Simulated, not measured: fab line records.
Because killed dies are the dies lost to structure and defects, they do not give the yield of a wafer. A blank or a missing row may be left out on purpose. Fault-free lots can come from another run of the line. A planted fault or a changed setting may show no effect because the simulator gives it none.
fab line records -- flow n5_finfet
record lots=4, wafers=12, last_day=17
route steps=1938 shown BEOL_M4@1099 BEOL_M5@1112 BEOL_M11@1579 PASSIVATION@1936
lots that met no fault: from a run of the same line without faults
start_h: hours from the record's opening day to when the first of the lot's shown wafers began -- wait_h: hours elapsed since this lot's preceding step -- " repeats the value in the row above -- L1.1+2: a row that stands for several wafers -- - either no value or no given start -- * or withheld: withheld -- < > ~ a bound
route shown NAME@n: names a module that has steps shown in the file, with the first one's number in the route -- usual: mean and standard deviation over wafers with no fault -- same: alike in all rows -- chamber/n: place in a boat -- sites: per-site readings -- _std_site: standard deviation across them -- _edge_site: the outer-site mean with the inner-site mean subtracted -- radius_mm: for every site, how far away it sits from the centre of the wafer -- mask NAME#n: copy n -- behind: the tool/chamber that last shaped the wafer -- hold: cause of the lot's hold/its duration in hours/its outcome -- device: transistor that didn't switch, given as n, p or np -- end of line: at the end of the route, the tests of the same wafers -- step lacking rows: just its recipe -- killed: the dies lost at the first sort to structure and to defects; this is not the yield of the wafer -- map: a wafer's dies, x killed, . not, _ none there
set.NAME: the setting as run; set.NAME@STEP: as run at that earlier step -- model.NAME: the simulator's own value behind a step, which no gauge read
lots at some steps of the route; a table a step, a row a wafer
services: from which hour (start_h, from the record's first day; less than 0 if before it) a tool's chamber was out of use, for how many hours, and why
## steps
# step N5_BEOL_M4_ANNEAL_95
# recipe temp_c=400, time_s=240, ambient=vacuum
# step N5_BEOL_M4_SPUTTER_96
# recipe material=Cu, target_thk_a=45, temp_c=-20, chamber_pressure_pa=0.07, power_w=withheld, time_s=8.29
# step N5_BEOL_M4_ECD_50
# recipe material=Cu, target_thk_a=3000
# step N5_BEOL_M4_ANNEAL_51
# recipe temp_c=225, time_s=90, ambient=N2
# step N5_BEOL_M4_CMP_52
# recipe stop_on=SiOC, t_overpolish_s=6.8, down_force_psi=1, platen_rpm=50, clearing_platen_down_force_psi=1.5, clearing_platen_rpm=50, post_cmp_clean=cu_alkaline, target_thk_nm=40, clearing_platen_pad_velocity_m_s=0.99484, pad_velocity_m_s=0.99484
# step N5_BEOL_M4_PRE_CLEAN_60
# recipe gas=NH3/H2, time_s=15, temp_c=*, rf_power_w=300
# step N5_BEOL_M4_CO_CAP_55
# recipe material=Co, target_thk_a=20, temp_c=200, precursor=CCTBA/H2, pressure_torr=30, time_s=102.1
# step N5_BEOL_M4_PRE_CLEAN_56
# recipe gas=NH3, time_s=15, temp_c=withheld, rf_power_w=300
# step N5_BEOL_M4_DEP_57
# recipe material=SiCN, target_thk_a=80, temp_c=withheld, precursor=3MS/NH3, pressure_torr=3, rf_w=202, time_s=14
# step N5_BEOL_M4_RC_MEAS_101
# usual DIBL_N=37.1/1.8, DIBL_P=37.2/2.1, IOFF_N=0.17/0.033, IOFF_P=0.22/0.037, ION_N=680/11, ION_P=464/7.7, SS_N=71.7/0.63, SS_P=73.6/0.67, VT_N=248.9/2.9, VT_P=-251/3.6
lot.wafer,tool,chamber,start_h,wait_h,DIBL_N[mV/V],DIBL_P[mV/V],IOFF_N[nA/um],IOFF_P[nA/um],ION_N[uA/um],ION_P[uA/um],SS_N[mV/dec],SS_P[mV/dec],VT_N[mV],VT_P[mV]
L198.1,prober-02,0,274.65,0.0,40.2,40.4,0.21,0.23,690,460,71.8,73.6,246.8,-253
L198.4,prober-02,0,274.65,0.0,38.7,38.6,0.18,0.19,680,451,71.3,73.5,247.9,-253
L198.6,prober-02,0,274.65,0.0,38.9,38.6,0.17,0.19,682,465,71.5,73.8,249.3,-255
L200.2,prober-01,0,281.59,0.2,37.0,35.7,0.15,0.17,676,453,71.9,72.8,248.9,-257
L200.3,prober-01,0,281.59,0.2,37.7,37.1,0.18,0.19,687,459,71.1,73.3,247.4,-254
L200.6,prober-01,0,281.59,0.2,37.2,36.4,0.17,0.18,684,463,71.0,73.1,248.9,-253
L199.1,prober-02,0,281.74,0.0,35.9,36.3,0.15,0.18,676,457,71.1,73.5,247.3,-255
L199.5,prober-02,0,281.74,0.0,34.2,34.2,0.12,0.15,661,451,71.8,72.7,253.1,-257
L199.6,prober-02,0,281.74,0.0,37.5,38.5,0.19,0.21,684,455,71.6,73.7,245.6,-252
L197.2,prober-02,0,283.78,0.2,38.0,37.7,0.16,0.22,670,459,71.0,74.2,251.2,-252
L197.4,prober-02,0,283.78,0.2,32.7,31.5,0.09,0.14,676,462,69.8,71.9,257.7,-256
L197.5,prober-02,0,283.78,0.2,36.9,36.3,0.15,0.20,698,474,71.0,72.8,252.1,-252
# step N5_BEOL_M5_ILD_DEP_00
# recipe material=SiCOH_lowk, target_thk_a=1406.4, temp_c=300, precursor=DEMS/porogen, pressure_torr=5, rf_w=500, time_s=25.9
# step N5_BEOL_M5_CURE_79
# recipe temp_c=385, time_s=240, ambient=He/Ar, material=SiCOH_lowk
# step N5_BEOL_M5_PECVD_70
# recipe material=SiO2, target_thk_a=160, temp_c=400, precursor=TEOS/O2, pressure_torr=5.5, rf_w=450, teos_flow_sccm=53.8, gas=O2, flow_sccm=3000, time_s=18
# step N5_BEOL_M5_HM_DEP_02
# recipe material=TiN, target_thk_a=200, temp_c=25, chamber_pressure_pa=0.49996
# step N5_BEOL_M5_COAT_59
# recipe resist=SOC, temp_c=250, time_s=60, spin_rpm=1500, resist_thk_nm=60
# step N5_BEOL_M5_COAT_60
# recipe resist=SiARC, temp_c=220, time_s=60, spin_rpm=1500, resist_thk_nm=12
# step N5_BEOL_M5_COAT_71
# recipe resist=underlayer, temp_c=205, time_s=60, spin_rpm=1500, resist_thk_nm=5
# step N5_BEOL_M5_COAT_05
# recipe resist=CAR-EUV, spin_rpm=1500, resist_thk_nm=30
# step N5_BEOL_M5_EBR_07
# recipe solvent=PGMEA, ebr_width_mm=1.5
# step N5_BEOL_M5_SOFTBAKE_06
# recipe temp_c=110, time_s=60, resist=CAR-EUV
# step N5_BEOL_M5_EXPOSE_08
# recipe mask_id=M5, na=0.33, source_shape=annular, sigma_inner=0.4, sigma_outer=0.8, polarization=unpolarized, target_cd_nm=28, dose_mj=35.75
# step N5_BEOL_M5_PEB_09
# recipe peb_temp_c=100, peb_time_s=60, resist=CAR-EUV
# step N5_BEOL_M5_DEVELOP_10
# recipe develop_time_s=30, developer=TMAH, resist=CAR-EUV, rinse_liquid=surfactant_rinse, dry=air_spin, dev_temp_c=23
# step N5_BEOL_M5_DESCUM_16
# recipe chemistry=O2, time_s=7, source_power_w=50, bias_power_w=20, pressure_mtorr=20, rf_frequency_hz=2.712e+07, temp_c=40, resist=CAR-EUV, o2_flow_sccm=225
# step N5_BEOL_M5_ETCH_72
# recipe chemistry=N2/H2, target=underlayer, target_depth_a=65, mask_material=CAR-EUV, time_s=5.2, ion_energy_ev=200, pressure_mtorr=30, source_w=840, bias_w=150, n2_flow_sccm=200, h2_flow_sccm=200, ends=cleared
# step N5_BEOL_M5_ETCH_61
# recipe chemistry=CF4, target=SiARC, target_depth_a=156, mask_material=CAR-EUV, time_s=26, ion_energy_ev=80, pressure_mtorr=40, source_w=545, bias_w=36, Ar_flow_sccm=100, cf4_flow_sccm=100, ends=cleared
# step N5_BEOL_M5_ETCH_62
# recipe chemistry=N2/H2, target=SOC, target_depth_a=750, overetch_a=150, mask_material=SiARC, temp_c=40, time_s=112.5, ion_energy_ev=200, pressure_mtorr=30, source_w=840, bias_w=150, n2_flow_sccm=200, h2_flow_sccm=200
# step N5_BEOL_M5_STRIP_63
# recipe chemistry=N2/H2, temp_c=40, n2_flow_sccm=200, h2_flow_sccm=200, rf_frequency_hz=6e+07
# step N5_BEOL_M5_STRIP_73
# recipe chemistry=N2/H2, temp_c=40, n2_flow_sccm=200, h2_flow_sccm=200, rf_frequency_hz=6e+07
# step N5_BEOL_M5_STRIP_64
# recipe chemistry=CF4, resist=SiARC, power_w=300, bias_power_w=75, pressure_mtorr=50, cf4_flow_sccm=150, rf_frequency_hz=6e+07
# step N5_BEOL_M5_HM_OPEN_17
# recipe chemistry=Cl2/BCl3, target_depth_a=200, overetch_a=60, target=TiN, mask_material=SOC, ion_energy_ev=150, pressure_mtorr=10, icp_w=1000, bias_w=126, Cl2_flow_sccm=53.25, bcl3_flow_sccm=21.75, Ar_flow_sccm=25
# step N5_BEOL_M5_STRIP_19
# recipe chemistry=O2, power_w=400, temp_c=40, pressure_mtorr=30, rf_frequency_hz=6e+07, bias_power_w=0, overash_fraction=0.2, o2_flow_sccm=225
# step N5_BEOL_M5_COAT_65
# recipe resist=SOC, temp_c=250, time_s=60, spin_rpm=1500, resist_thk_nm=60
# step N5_BEOL_M5_COAT_66
# recipe resist=SiARC, temp_c=220, time_s=60, spin_rpm=1500, resist_thk_nm=12
# step N5_BEOL_M11_ETCH_41
# recipe chemistry=CH3F/O2, target=SiCN, target_depth_a=426, taper_deg=2, time_s=86, ion_energy_ev=120, mask_material=TiN, pressure_mtorr=30, source_w=395, bias_w=75, Ar_flow_sccm=150, CH3F_flow_sccm=30, O2_flow_sccm=20
# usual CH3F_flow_sccm=30.00/0.093, O2_flow_sccm=19.99/0.06, drypump_motor_current_A=5.8/0.35, oes_product_au=0.82/0.085, rf_vpp_V=298.1/1.5, showerhead_plenum_p_Torr=2.04/0.06, throttle_valve_pct=16.30/0.21
lot.wafer,tool,chamber,start_h,wait_h,CH3F_flow_sccm,O2_flow_sccm,drypump_motor_current_A,oes_product_au,rf_hours_counter_h,rf_vpp_V,showerhead_plenum_p_Torr,throttle_valve_pct
L197.2,rie_diel-06,1,337.94,-,29.94,19.83,6.0,0.90,41,299.2,2.11,16.15
L197.4,rie_diel-06,2,337.94,-,29.89,19.92,6.0,0.70,183,298.2,2.07,16.11
L197.5,rie_diel-06,3,337.94,-,30.08,19.94,5.8,0.78,-,295.4,1.93,16.71
L198.1,rie_diel-06,0,339.24,-,-,-,-,-,-,-,-,-
L198.4,rie_diel-06,3,339.24,-,-,-,-,-,-,-,-,-
L198.6,rie_diel-06,0,339.24,-,-,-,-,-,-,-,-,-
L199.1,rie_diel-06,3,345.52,-,-,-,-,-,-,-,-,-
L199.5,rie_diel-06,3,345.52,-,-,-,-,-,-,-,-,-
L199.6,rie_diel-06,0,345.52,-,-,-,-,-,-,-,-,-
L200.2,rie_diel-02,3,354.76,-,29.83,20.09,5.9,0.80,92,297.5,2.03,16.36
L200.3,rie_diel-02,2,354.76,-,30.21,19.95,5.2,0.82,80,298.3,2.03,16.34
L200.6,rie_diel-02,1,354.76,-,29.99,19.97,5.9,0.70,-,296.9,1.98,16.62
# step N5_PASSIVATION_PROBE_49
# usual defect_limited_yield=91.7/1.5, killed_at_M0_to_M3=32/10, killed_at_M4_up=14/5.3, killed_at_contacts=13/5.7, killed_at_front_end=37/10, killed_at_other=3.3/2.5, killed_dies=98/18, killed_on_rim=13/3.6, killed_open=65/13, killed_short=31/7.5, sort_bin_5_function=4.9/0.91, sort_bin_6_memory=3.1/0.71, sort_n_pass=1082/18, sort_yield_pct=91.7/1.5
# same gross_dies=1180, killed_at_back_side=0, sort_bin_4_leakage[%]=0, sort_bin_8_speed[%]=0
lot.wafer,tool,chamber,start_h,wait_h,defect_limited_yield[%],killed_at_M0_to_M3,killed_at_M4_up,killed_at_contacts,killed_at_front_end,killed_at_other,killed_dies,killed_on_rim,killed_open,killed_short,sort_bin_5_function[%],sort_bin_6_memory[%],sort_n_pass,sort_yield_pct[%]
L197.2,prober-02,-,377.32,0.1,93.3,27,7,10,35,0,79,7,50,24,4.1,2.2,1101,93.3
L197.4,prober-02,-,377.42,0.2,90.8,35,8,7,58,1,109,12,78,31,5.1,3.7,1071,90.8
L197.5,prober-02,-,377.47,0.2,90.8,32,10,12,48,6,108,11,72,36,5.3,3.5,1072,90.8
L198.1,prober-01,-,382.30,0.0,0,43,1089,7,35,6,1180,152,72,33,96.5,3.1,0,0
L198.4,prober-01,-,382.45,0.2,0,38,1087,12,37,6,1180,152,68,30,96.5,3.1,0,0
L198.6,prober-01,-,382.55,0.3,0,47,1070,9,52,2,1180,152,79,38,96.3,3.2,0,0
L199.1,prober-01,-,386.55,0.0,0,34,1096,7,40,3,1180,152,61,34,96.8,3.1,0,0
L199.5,prober-01,-,386.75,0.2,0,29,1105,4,39,3,1180,152,52,31,96.9,2.7,0,0
L199.6,prober-01,-,386.80,0.3,0,28,1098,9,41,4,1180,152,53,36,96.6,3.0,0,0
# killed by level:class
L197.2 BEOL_M2:geometric_particle:open=9 MOL_CONTACT_COAG:geometric_particle:open=8 FIN_SAQP:geometric_particle:short=6 FIN_SAQP:geometric_particle:open=5 DUMMY_GATE:geometric_particle:open=5 DUMMY_GATE:geometric_particle:short=5 ILD0:geometric_particle:open=3 BEOL_M0_SAQP:geometric_particle:open=3
L197.4 FIN_SAQP:geometric_particle:open=18 STI_FIN_REVEAL:geometric_particle:open=12 FIN_SAQP:geometric_particle:short=9 BEOL_M0_SAQP:geometric_particle:open=9 MOL_CONTACT_COAG:geometric_particle:open=7 BEOL_M3:geometric_particle:open=6 STI_FIN_REVEAL:geometric_particle:short=6 BEOL_M2:geometric_particle:open=6
L197.5 FIN_SAQP:geometric_particle:short=17 FIN_SAQP:geometric_particle:open=12 MOL_CONTACT_COAG:geometric_particle:open=12 BEOL_M2:geometric_particle:open=7 BEOL_M3:geometric_particle:open=7 BEOL_M0_SAQP:geometric_particle:short=6 BEOL_M4:geometric_particle:open=5 DUMMY_GATE:geometric_particle:open=4
L198.1 BEOL_M11:area_etch=1074 FIN_SAQP:geometric_particle:open=10 BEOL_M1:geometric_particle:open=10 BEOL_M3:geometric_particle:open=10 BEOL_M0_SAQP:geometric_particle:open=7 BEOL_M4:geometric_particle:open=6 DUMMY_GATE:geometric_particle:open=5 BEOL_M1:geometric_particle:short=5
L198.4 BEOL_M11:area_etch=1081 STI_FIN_REVEAL:geometric_particle:open=14 MOL_CONTACT_COAG:geometric_particle:open=8 BEOL_M3:geometric_particle:open=7 BEOL_M0_SAQP:geometric_particle:open=6 FIN_SAQP:geometric_particle:open=5 BEOL_M0_SAQP:geometric_particle:short=5 BEOL_M1:geometric_particle:open=5
L198.6 BEOL_M11:area_etch=1061 STI_FIN_REVEAL:geometric_particle:open=14 DUMMY_GATE:geometric_particle:open=11 BEOL_M0_SAQP:geometric_particle:short=10 FIN_SAQP:geometric_particle:open=7 BEOL_M2:geometric_particle:open=7 BEOL_M0_SAQP:geometric_particle:open=7 FIN_SAQP:geometric_particle:short=6
L199.1 BEOL_M11:area_etch=1082 FIN_SAQP:geometric_particle:short=11 DUMMY_GATE:geometric_particle:open=9 FIN_SAQP:geometric_particle:open=7 MOL_CONTACT_COAG:geometric_particle:open=5 BEOL_M0_SAQP:geometric_particle:open=5 BEOL_M1:geometric_particle:open=5 BEOL_M2:geometric_particle:open=5
L199.5 BEOL_M11:area_etch=1095 FIN_SAQP:geometric_particle:short=13 FIN_SAQP:geometric_particle:open=10 BEOL_M0_SAQP:geometric_particle:open=9 BEOL_M2:geometric_particle:open=9 DUMMY_GATE:geometric_particle:open=5 BEOL_M0_SAQP:geometric_particle:short=5 MOL_CONTACT_COAG:geometric_particle:open=3
L199.6 BEOL_M11:area_etch=1086 FIN_SAQP:geometric_particle:open=13 FIN_SAQP:geometric_particle:short=8 BEOL_M0_SAQP:geometric_particle:open=8 BEOL_M0_SAQP:geometric_particle:short=7 MOL_CONTACT_COAG:geometric_particle:open=6 STARTING-WAFER:geometric_particle:short=4 DUMMY_GATE:geometric_particle:open=3
# map L198.1 (x killed, . not)
_________________xxxxxxxxxxxx________________
______________xxxxxxxxxxxxxxxxxx_____________
___________xxxxxxxxxxxxxxxxxxxxxxxx__________
__________xxxxxxxxxxxxxxxxxxxxxxxxxx_________
________xxxxxxxxxxxxxxxxxxxxxxxxxxxxxx_______
_______xxxxxxxxxxxxxxxxxxxxxxxxxxxxxxxx______
______xxxxxxxxxxxxxxxxxxxxxxxxxxxxxxxxxx_____
_____xxxxxxxxxxxxxxxxxxxxxxxxxxxxxxxxxxxx____
____xxxxxxxxxxxxxxxxxxxxxxxxxxxxxxxxxxxxxx___
___xxxxxxxxxxxxxxxxxxxxxxxxxxxxxxxxxxxxxxxx__
___xxxxxxxxxxxxxxxxxxxxxxxxxxxxxxxxxxxxxxxx__
__xxxxxxxxxxxxxxxxxxxxxxxxxxxxxxxxxxxxxxxxxx_
__xxxxxxxxxxxxxxxxxxxxxxxxxxxxxxxxxxxxxxxxxx_
_xxxxxxxxxxxxxxxxxxxxxxxxxxxxxxxxxxxxxxxxxxxx
_xxxxxxxxxxxxxxxxxxxxxxxxxxxxxxxxxxxxxxxxxxxx
_xxxxxxxxxxxxxxxxxxxxxxxxxxxxxxxxxxxxxxxxxxxx
_xxxxxxxxxxxxxxxxxxxxxxxxxxxxxxxxxxxxxxxxxxxx
_xxxxxxxxxxxxxxxxxxxxxxxxxxxxxxxxxxxxxxxxxxxx
_xxxxxxxxxxxxxxxxxxxxxxxxxxxxxxxxxxxxxxxxxxxx
_xxxxxxxxxxxxxxxxxxxxxxxxxxxxxxxxxxxxxxxxxxxx
_xxxxxxxxxxxxxxxxxxxxxxxxxxxxxxxxxxxxxxxxxxxx
__xxxxxxxxxxxxxxxxxxxxxxxxxxxxxxxxxxxxxxxxxx_
__xxxxxxxxxxxxxxxxxxxxxxxxxxxxxxxxxxxxxxxxxx_
___xxxxxxxxxxxxxxxxxxxxxxxxxxxxxxxxxxxxxxxx__
___xxxxxxxxxxxxxxxxxxxxxxxxxxxxxxxxxxxxxxxx__
____xxxxxxxxxxxxxxxxxxxxxxxxxxxxxxxxxxxxxx___
_____xxxxxxxxxxxxxxxxxxxxxxxxxxxxxxxxxxxx____
______xxxxxxxxxxxxxxxxxxxxxxxxxxxxxxxxxx_____
_______xxxxxxxxxxxxxxxxxxxxxxxxxxxxxxxx______
________xxxxxxxxxxxxxxxxxxxxxxxxxxxxxx_______
__________xxxxxxxxxxxxxxxxxxxxxxxxxx_________
___________xxxxxxxxxxxxxxxxxxxxxxxx__________
______________xxxxxxxxxxxxxxxxxx_____________
_________________xxxxxxxxxxxx________________
# map L199.1 (x killed, . not)
_________________xxxxxxxxxxxx________________
______________xxxxxxxxxxxxxxxxxx_____________
___________xxxxxxxxxxxxxxxxxxxxxxxx__________
__________xxxxxxxxxxxxxxxxxxxxxxxxxx_________
________xxxxxxxxxxxxxxxxxxxxxxxxxxxxxx_______
_______xxxxxxxxxxxxxxxxxxxxxxxxxxxxxxxx______
______xxxxxxxxxxxxxxxxxxxxxxxxxxxxxxxxxx_____
_____xxxxxxxxxxxxxxxxxxxxxxxxxxxxxxxxxxxx____
____xxxxxxxxxxxxxxxxxxxxxxxxxxxxxxxxxxxxxx___
___xxxxxxxxxxxxxxxxxxxxxxxxxxxxxxxxxxxxxxxx__
___xxxxxxxxxxxxxxxxxxxxxxxxxxxxxxxxxxxxxxxx__
__xxxxxxxxxxxxxxxxxxxxxxxxxxxxxxxxxxxxxxxxxx_
__xxxxxxxxxxxxxxxxxxxxxxxxxxxxxxxxxxxxxxxxxx_
_xxxxxxxxxxxxxxxxxxxxxxxxxxxxxxxxxxxxxxxxxxxx
_xxxxxxxxxxxxxxxxxxxxxxxxxxxxxxxxxxxxxxxxxxxx
_xxxxxxxxxxxxxxxxxxxxxxxxxxxxxxxxxxxxxxxxxxxx
_xxxxxxxxxxxxxxxxxxxxxxxxxxxxxxxxxxxxxxxxxxxx
_xxxxxxxxxxxxxxxxxxxxxxxxxxxxxxxxxxxxxxxxxxxx
_xxxxxxxxxxxxxxxxxxxxxxxxxxxxxxxxxxxxxxxxxxxx
_xxxxxxxxxxxxxxxxxxxxxxxxxxxxxxxxxxxxxxxxxxxx
_xxxxxxxxxxxxxxxxxxxxxxxxxxxxxxxxxxxxxxxxxxxx
__xxxxxxxxxxxxxxxxxxxxxxxxxxxxxxxxxxxxxxxxxx_
__xxxxxxxxxxxxxxxxxxxxxxxxxxxxxxxxxxxxxxxxxx_
___xxxxxxxxxxxxxxxxxxxxxxxxxxxxxxxxxxxxxxxx__
___xxxxxxxxxxxxxxxxxxxxxxxxxxxxxxxxxxxxxxxx__
____xxxxxxxxxxxxxxxxxxxxxxxxxxxxxxxxxxxxxx___
_____xxxxxxxxxxxxxxxxxxxxxxxxxxxxxxxxxxxx____
______xxxxxxxxxxxxxxxxxxxxxxxxxxxxxxxxxx_____
_______xxxxxxxxxxxxxxxxxxxxxxxxxxxxxxxx______
________xxxxxxxxxxxxxxxxxxxxxxxxxxxxxx_______
__________xxxxxxxxxxxxxxxxxxxxxxxxxx_________
___________xxxxxxxxxxxxxxxxxxxxxxxx__________
______________xxxxxxxxxxxxxxxxxx_____________
_________________xxxxxxxxxxxx________________
## services
tool,chamber,start_h,hours,kind
rie_diel-02,-,350.76,0.6,repair
## key
first_sign step=N5_BEOL_M11_ETCH_41, reading=tool_record, direction=missing
effect step=N5_PASSIVATION_PROBE_49, reading=killed_at_M4_up, direction=up, sigmas=99+, usual=14, struck=1091
more_kills_born_at N5_BEOL_M11_ETCH_41@rie_diel-06=6479
met_at N5_BEOL_M11_ETCH_41
struck_wafers L198.1,L198.4,L198.6,L199.1,L199.5,L199.6
later_rows_left_out L198.1,L198.4,L198.6,L199.1,L199.5,L199.6
onset_between 337.94 339.24
fault kind=skipped_step_whole, tool=rie_diel-06, chamber=-, onset_h=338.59, steps=N5_BEOL_M11_ETCH_41, scope=struck_lots_only
# later_rows_left_out: the simulator's readings of these wafers behind a module that went badly wrong aren't trusted and aren't shown, but for the sort
